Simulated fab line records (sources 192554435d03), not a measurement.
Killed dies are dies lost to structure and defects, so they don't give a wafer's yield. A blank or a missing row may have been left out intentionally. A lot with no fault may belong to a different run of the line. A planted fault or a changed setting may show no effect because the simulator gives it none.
Split-lot trial | flow n5Finfet | on a route of 1938 steps: 7 lots, 21 wafers read

THE SPLIT
At N5_BEOL_M0_SAQP_ETCH_106 (etches SOC in N2/H2, stops on SiNx, target depth 150 nm), the setting targetDepthA was moved away from the recipe's 1500 angstrom on 8 of the 21 wafers read, by -11.9% to +9.5%. For the rest of the wafers, this setting stayed at what the recipe calls for.

The split's own step is where the reading is taken.

THE READING
SOC_of_BEOL_M0_SAQP_COAT_105.thkNm (the simulator's own value, which no gauge read), in nm, at N5_BEOL_M0_SAQP_ETCH_106 (etches SOC in N2/H2, stops on SiNx, target depth 150 nm). The file gives no usual value for it. The 13 wafers here that ran the recipe average 24.1 nm, standard deviation 2.2 nm.

wafer  | tool, chamber at the split | targetDepthA as run, angstrom | against the recipe | SOC_of_BEOL_M0_SAQP_COAT_105.thkNm, nm | against lot-mates on the recipe
L074.2 | rieDiel-05, 2              | 1322                          | -11.9%             | 33.6                                   | +9.6
L074.3 | rieDiel-05, 0              | 1322                          | -11.9%             | 32.2                                   | +8.2
L074.6 | rieDiel-05, 2              | 1500                          | recipe             | 24                                     | -
L076.1 | rieDiel-02, 0              | 1500                          | recipe             | 21.4                                   | -
L076.2 | rieDiel-02, 3              | 1429                          | -4.7%              | 30.6                                   | +9.2
L076.5 | rieDiel-02, 2              | 1429                          | -4.7%              | 29.8                                   | +8.4
L083.2 | rieDiel-02, 0              | 1500                          | recipe             | 22                                     | -
L083.3 | rieDiel-02, 2              | 1500                          | recipe             | 27.6                                   | -
L083.5 | rieDiel-02, 2              | 1500                          | recipe             | 27.6                                   | -
L084.1 | rieDiel-05, 0              | 1500                          | recipe             | 22.8                                   | -
L084.3 | rieDiel-05, 1              | 1500                          | recipe             | 23.8                                   | -
L084.6 | rieDiel-05, 2              | 1500                          | recipe             | 24.4                                   | -
L092.1 | rieDiel-02, 1              | 1370                          | -8.7%              | 32.2                                   | +9.1
L092.4 | rieDiel-02, 2              | 1500                          | recipe             | 26.6                                   | -
L092.6 | rieDiel-02, 0              | 1500                          | recipe             | 19.6                                   | -
L094.1 | rieDiel-05, 1              | 1500                          | recipe             | 24.2                                   | -
L094.3 | rieDiel-05, 3              | 1643                          | +9.5%              | 18                                     | -6.2
L094.5 | rieDiel-05, 3              | 1643                          | +9.5%              | 18.8                                   | -5.4
L095.1 | rieDiel-04, 0              | 1500                          | recipe             | 24.4                                   | -
L095.2 | rieDiel-04, 3              | 1500                          | recipe             | 24.6                                   | -
L095.4 | rieDiel-04, 0              | 1630                          | +8.7%              | 18                                     | -6.5

FIT RESULTS
A straight line over all 21 wafers: SOC_of_BEOL_M0_SAQP_COAT_105.thkNm changes by -0.747 nm for each +1% of targetDepthA; r = -0.90; the points scatter about the line by 2.1 nm.
The same after taking each lot's own level away (the mean of its wafers on the recipe; 21 wafers): -0.805 nm for each +1%; r = -0.90; scatter 2.3 nm.
The reading moves by 9.6 nm for the largest change in targetDepthA, on that fit.
Across the lots, their own levels run from 21.40 to 25.73 nm, a range of 1.9 times the standard deviation given above.
Hence the lot-to-lot level has little effect on the slope; both slopes agree.
Check: +10.5 nm against its lot-mates is what the line predicts for one of the wafers moved furthest among these (-11.9%) when that wafer is left out of the fit. It came out at +9.6 nm against them.

OTHER SPLITS APPLIED TO THESE WAFERS
Other splits were also applied to these wafers ahead of the reading. Each is held against what the fit with the lots' levels taken away leaves over:
other split on the same wafers       | wafers away from the commonest value | r with SOC_of_BEOL_M0_SAQP_COAT_105.thkNm (lot level and that fit taken away)
N5_GATE_CUT_ETCH_56 icpW             | 8                                    | +0.15
N5_GATE_CUT_ALD_22 aldCycles         | 7                                    | -0.13
N5_MOL_CONTACT_COAG_COAT_58 spinRpm  | 6                                    | +0.04
N5_MOL_CONTACT_COAG_COAT_78 spinRpm  | 8                                    | +0.28
N5_BEOL_M0_SAQP_SPACER1_ALD_98 tempC | 4                                    | -0.16

FILE'S OWN FIT
SOC_of_BEOL_M0_SAQP_COAT_105.thkNm changes by -0.835 nm for each +1% of targetDepthA, r = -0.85.
